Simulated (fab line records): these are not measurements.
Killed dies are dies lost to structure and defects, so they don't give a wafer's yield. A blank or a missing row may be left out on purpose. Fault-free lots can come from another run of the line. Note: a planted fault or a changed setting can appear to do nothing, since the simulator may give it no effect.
Matching of chambers -- flow nand_harc -- ald_hk-02 running NHARC_A_STAIRCASE_ALD_420: 4 sister chambers
The step deposits SiO2, target thk 20 nm, pulse time 6 s, ald cycles 200. 8 wafers are shown with their chamber, then 9 later ones without.

== WAFERS, EACH WITH ITS CHAMBER ==
wafer,chamber,heater_power_w (W),heater_power_outer_w (W)
L081.4,0,520,263
L080.4,3,431,249
L089.1,2,484,271
L089.2,0,486,265
L089.3,1,426,261
L092.1,1,427,258
L092.3,2,479,276
L092.4,3,440,249

== WAFERS MISSING THEIR CHAMBER ==
wafer,heater_power_w (W),heater_power_outer_w (W)
L095.1,467,280
L095.3,423,274
L095.5,425,266
L094.1,494,257
L094.3,433,245
L094.4,423,264
L096.1,476,278
L096.3,438,267
L096.4,430,249

== WHICH CHAMBER EACH WENT THROUGH ==
wafer,from the rows above,in truth
L095.1,2,2
L095.3,can't be placed: 2 or 1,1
L095.5,1,1
L094.1,0,0
L094.3,3,3
L094.4,1,1
L096.1,2,2
L096.3,can't be placed: 1 or 2 or 0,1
L096.4,3,3
Correctly placed: 7 of 9. These rows do not allow placing 2 (true chamber among the candidates in 2). Wrongly placed: 0.
How it was worked out, from the rows above alone: a wafer's distance from a chamber is the root of the sum, over the readings, of the square of ((its reading less the chamber's mean) divided by the reading's scatter). The wafer belongs to the nearest chamber; if the next one is less than 2 further off, it can't be placed. A chamber's mean is the mean of its shown wafers. The scatter: the root of (the sum of the squares of (reading less its chamber's mean) over the shown wafers, divided by (wafers less chambers)).
